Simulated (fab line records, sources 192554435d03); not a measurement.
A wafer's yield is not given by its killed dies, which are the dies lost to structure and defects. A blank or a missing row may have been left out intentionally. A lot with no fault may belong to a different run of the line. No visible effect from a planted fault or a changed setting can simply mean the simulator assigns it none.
The tool behind it: which one?    flow n5-finfet    24 wafers from 8 lots sampled at 7 of the route's 1938 steps

== WHAT EACH GAUGE READ, for each wafer ==
N5_SD_EPI_N_EPI_MEAS_23.
lot   measured     on             thk-nm (nm)
L714  day 4 01:27  film-metro-01  61.2 61.4 59.8
L717  day 4 20:58  film-metro-02  60.5 59.0 60.3
L718  day 5 04:22  film-metro-01  58.6 59.4 59.3
L720  day 5 12:36  film-metro-02  59.0 57.8 56.7
L729  day 7 16:51  film-metro-02  68.5 68.5 68.8
L730  day 8 00:13  film-metro-02  68.4 67.6 67.2
L732  day 8 19:26  film-metro-02  56.8 56.8 57.4
L734  day 9 07:04  film-metro-02  60.7 58.7 60.6

N5_SD_ACTIVATION_RS_MEAS_03: measurement is done with a four-point probe.
lot   measured     on             RS_SD_N (ohm/sq)  RS_SD_P (ohm/sq)
L714  day 4 06:35  film-metro-02  21.9 21.5 21.5    57.8 58.2 56.5
L717  day 5 02:11  film-metro-01  21.4 21.3 21.5    56.6 56.4 56.4
L718  day 5 10:19  film-metro-01  21.7 21.8 21.8    54.5 55.8 55.5
L720  day 5 17:55  film-metro-02  22.1 22.6 22.7    55.3 55.7 55.4
L729  day 7 22:04  film-metro-02  18.5 18.3 18.3    56.5 56.3 56.0
L730  day 8 05:29  film-metro-01  18.4 18.4 18.2    53.8 54.8 54.6
L732  day 9 00:57  film-metro-01  22.9 22.6 22.6    56.4 56.9 56.5
L734  day 9 12:39  film-metro-01  21.7 22.0 22.0    57.4 56.7 56.3

N5_BEOL_M4_RC_MEAS_101.
lot   measured      on         DIBL_N (mV/V)   DIBL_P (mV/V)   IOFF_N (nA/um)     IOFF_P (nA/um)  ION_N (uA/um)  ION_P (uA/um)  RS_SD_N (ohm/sq)  SS_N (mV/dec)   SS_P (mV/dec)   VT_N (mV)          VT_P (mV)
L714  day 8 19:07   prober-02  38.1 39.6 39.5  39.4 40.4 39.7  0.192 0.218 0.213  0.26 0.27 0.27  696 682 705    475 466 478    28.2 27.8 28.0    71.6 72.0 71.0  74.1 73.4 73.7  247.3 244.8 247.4  -244.9 -248.1 -247.3
L717  day 10 05:05  prober-01  34.8 37.0 38.5  33.1 35.7 36.5  0.127 0.158 0.182  0.15 0.19 0.20  676 684 675    453 462 454    28.0 28.1 27.8    70.1 71.7 71.5  72.5 73.2 73.5  249.6 250.7 249.8  -256.0 -252.9 -251.3
L718  day 10 07:43  prober-02  37.7 36.1 38.0  38.7 36.5 38.1  0.197 0.157 0.179  0.25 0.22 0.23  671 675 665    459 459 453    28.2 28.0 28.3    72.4 71.7 72.1  73.5 74.0 73.7  246.4 251.4 249.0  -249.8 -250.4 -251.9
L720  day 11 00:58  prober-01  36.0 35.7 34.6  37.2 36.8 35.8  0.153 0.155 0.135  0.21 0.22 0.20  688 672 665    469 467 466    28.4 29.3 29.1    70.9 71.1 71.5  74.1 73.8 73.6  249.2 250.3 251.7  -248.9 -250.4 -249.1
L729  day 12 19:56  prober-02  37.4 38.0 38.8  37.7 38.2 40.4  0.192 0.207 0.223  0.23 0.24 0.28  694 679 699    470 460 475    23.8 23.6 23.5    71.8 71.6 72.1  73.8 74.2 74.6  246.3 243.6 243.7  -248.9 -247.8 -245.5
L730  day 13 00:13  prober-02  35.8 33.6 35.7  36.4 34.1 37.0  0.158 0.132 0.171  0.21 0.18 0.22  687 665 692    467 453 469    23.7 23.7 23.7    70.8 71.0 71.9  73.3 72.2 73.2  247.3 247.8 245.4  -251.5 -251.7 -249.1
L732  day 14 00:02  prober-02  33.6 32.7 34.6  33.1 32.2 33.9  0.130 0.124 0.132  0.18 0.17 0.19  675 673 656    467 464 457    29.5 29.4 29.2    71.5 70.7 70.9  72.1 72.4 72.7  250.5 255.6 253.0  -250.3 -251.7 -251.1
L734  day 13 23:31  prober-01  37.5 35.8 38.0  36.0 34.7 36.4  0.179 0.147 0.173  0.23 0.20 0.24  672 678 657    465 460 450    28.0 28.2 28.4    71.6 71.1 71.5  73.9 72.9 73.8  248.6 251.6 248.6  -246.8 -250.3 -252.1

== EACH LOT AND THE TOOL THAT RAN IT (in order: tool; ch and the chambers of the sampled wafers; start) ==
lot   N5_DUMMY_GATE_STRIP_48             N5_SPACER0_ALD_00                 N5_SD_EPI_N_ETCH_34                N5_SD_EPI_N_EPI_21
L714  rie-diel-05 ch 1,2, day 3 20:47    ald-sin-02 ch 0,1,3, day 3 21:17  rie-diel-02 ch 2,3, day 3 22:05    epi-rpcvd-02 ch 0, day 3 23:44
L717  rie-diel-01 ch 1,2,3, day 4 16:05  ald-sin-02 ch 1,2, day 4 16:40    rie-diel-03 ch 0,3, day 4 17:37    epi-rpcvd-01 ch 0, day 4 19:32
L718  rie-diel-01 ch 1,3, day 4 22:44    ald-sin-02 ch 0,3, day 4 23:27    rie-diel-06 ch 0,2, day 5 00:16    epi-rpcvd-04 ch 0, day 5 02:27
L720  rie-diel-04 ch 1,2,3, day 5 06:19  ald-sin-02 ch 1,2,3, day 5 06:42  rie-diel-03 ch 0,2, day 5 08:30    epi-rpcvd-01 ch 0, day 5 10:19
L729  rie-diel-01 ch 1,2,3, day 7 11:57  ald-sin-04 ch 0,1,3, day 7 12:27  rie-diel-02 ch 0,2,3, day 7 13:30  epi-rpcvd-01 ch 0, day 7 15:08
L730  rie-diel-01 ch 1,2,3, day 7 19:29  ald-sin-03 ch 0,1,3, day 7 19:52  rie-diel-06 ch 1,2,3, day 7 20:52  epi-rpcvd-01 ch 0, day 7 22:47
L732  rie-diel-01 ch 0,2,3, day 8 14:46  ald-sin-02 ch 0,1,2, day 8 15:08  rie-diel-02 ch 0,1,3, day 8 16:05  epi-rpcvd-02 ch 0, day 8 18:00
L734  rie-diel-04 ch 0,1,2, day 9 02:04  ald-sin-03 ch 1,3, day 9 02:46    rie-diel-06 ch 0,1,3, day 9 03:43  epi-rpcvd-04 ch 0, day 9 05:38
- N5_DUMMY_GATE_STRIP_48: strips in N2/H2, time 20 s.
- N5_SPACER0_ALD_00: deposits SiOCN, target thk 3.5 nm, pulse time 3 s, purge time 2 s.
- N5_SD_EPI_N_ETCH_34: etches SiARC in CF4, target depth 45.5 nm, time 75.8 s.
- N5_SD_EPI_N_EPI_21: deposits Si:P, time 690 s.

== WHAT THE TOOLS THEMSELVES READ (means of the sampled wafers that have a number; where no wafer has one, the mark that the record gives instead) ==
N5_DUMMY_GATE_STRIP_48.
lot   tool         chamber-pressure-mTorr (mTorr)  drypump-motor-current-A (A)  oes-product-au (a.u.)  rf-vpp-V (V)  showerhead-plenum-p-Torr (Torr)  throttle-valve-pct (%)
L714  rie-diel-05  99.88                           5.7                          0.75                   45.1          3.37                             12.15
L717  rie-diel-01  100.10                          5.5                          0.74                   45.7          3.33                             12.28
L718  rie-diel-01  99.99                           5.6                          0.76                   45.6          3.34                             12.12
L720  rie-diel-04  99.95                           6.1                          0.80                   45.3          3.43                             12.18
L729  rie-diel-01  100.09                          5.5                          0.72                   45.6          3.32                             12.34
L730  rie-diel-01  100.12                          5.5                          0.73                   44.8          3.32                             12.34
L732  rie-diel-01  99.95                           5.5                          0.75                   45.3          3.33                             12.27
L734  rie-diel-04  100.02                          6.1                          0.76                   44.7          3.41                             12.20

N5_SPACER0_ALD_00.
lot   tool        chamber-pressure-Torr (Torr)  heater-power-w (W)  precursor-pulse-height-rel
L714  ald-sin-02  2.001                         927                 1.012
L717  ald-sin-02  1.998                         882                 0.984
L718  ald-sin-02  1.998                         993                 1.023
L720  ald-sin-02  2.001                         899                 0.992
L729  ald-sin-04  1.994                         926                 1.006
L730  ald-sin-03  2.003                         853                 0.986
L732  ald-sin-02  2.001                         923                 0.997
L734  ald-sin-03  1.999                         738                 0.993

N5_SD_EPI_N_ETCH_34.
lot   tool         chamber-pressure-mTorr (mTorr)  drypump-motor-current-A (A)  etch-rf-on-time-s (s)  oes-product-au (a.u.)  rf-vpp-V (V)  showerhead-plenum-p-Torr (Torr)  throttle-valve-pct (%)
L714  rie-diel-02  39.98                           5.3                          75.9                   0.66                   183.9         2.19                             15.77
L717  rie-diel-03  40.01                           5.8                          75.0                   0.69                   184.8         2.18                             15.21
L718  rie-diel-06  39.98                           5.7                          78.3                   0.73                   183.8         2.10                             15.60
L720  rie-diel-03  40.00                           5.5                          75.0                   0.76                   185.1         2.23                             15.06
L729  rie-diel-02  40.02                           5.3                          76.7                   0.69                   184.2         2.16                             15.73
L730  rie-diel-06  40.01                           5.6                          76.8                   0.67                   183.4         2.10                             15.67
L732  rie-diel-02  40.00                           5.3                          78.2                   0.66                   184.4         2.16                             15.72
L734  rie-diel-06  39.97                           5.9                          76.5                   0.68                   184.2         2.10                             15.69

N5_SD_EPI_N_EPI_21.
lot   tool          chamber-pressure-Torr (Torr)
L714  epi-rpcvd-02  254.5
L717  epi-rpcvd-01  255.0
L718  epi-rpcvd-04  255.7
L720  epi-rpcvd-01  255.0
L729  epi-rpcvd-01  364.4
L730  epi-rpcvd-01  364.6
L732  epi-rpcvd-02  254.9
L734  epi-rpcvd-04  255.1

== THE ANSWER, worked out from the rows above alone ==
Rule: what is usual is taken from the lots themselves. The widest of any qualifying gaps counts: lots, ordered by their means at a reading, are off when they make up no more than a third of the lots, leave a main group of 4 or more, and stand apart from it by 3 or more times the standard deviation of that group's means. Not used: any main group whose means are identical at the precision the tables above print for the reading. Also off: a lot with no number at a reading for which 4 or more lots have one. All remaining lots with rows at the step are treated as sound. After the gauges, taken in route order, come the tools' own readings; for these a lot's mean is taken, as printed above. At the first step where some lot is off, the reading lying furthest off is the one used; lots without a number count as furthest.
Off, at N5_SD_EPI_N_EPI_MEAS_23 on thk-nm: L729, L730. The main group: mean 59.1 nm, standard deviation 1.3.
A tool fits if, at a process step before that reading, it ran every lot that is off, and no sound lot after the first of them. Not tried: the gauges at N5_SD_EPI_N_EPI_MEAS_23; whatever is off there is also off at N5_BEOL_M4_RC_MEAS_101, on other tools, and gauge error can't account for it. One fits: epi-rpcvd-01 at N5_SD_EPI_N_EPI_21. Its last sound lot is L720 (day 5 10:19), its first lot that is off L729 (day 7 15:08): a fault that began between those two fits.
The tool's own readings at N5_SD_EPI_N_EPI_21 bear it out: on the lots that are off they differ by more than 5 times the standard deviation of the sound lots' means. chamber-pressure-Torr reads 364.5 Torr there against 255.0 Torr on the sound lots.

== WHAT THE SIMULATOR HAD PUT IN ==
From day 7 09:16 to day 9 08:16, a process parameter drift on epi-rpcvd-01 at N5_SD_EPI_N_EPI_21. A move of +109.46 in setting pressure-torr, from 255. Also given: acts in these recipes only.
Shown lots that were struck: L729, L730. The rule given above showed the same thing.
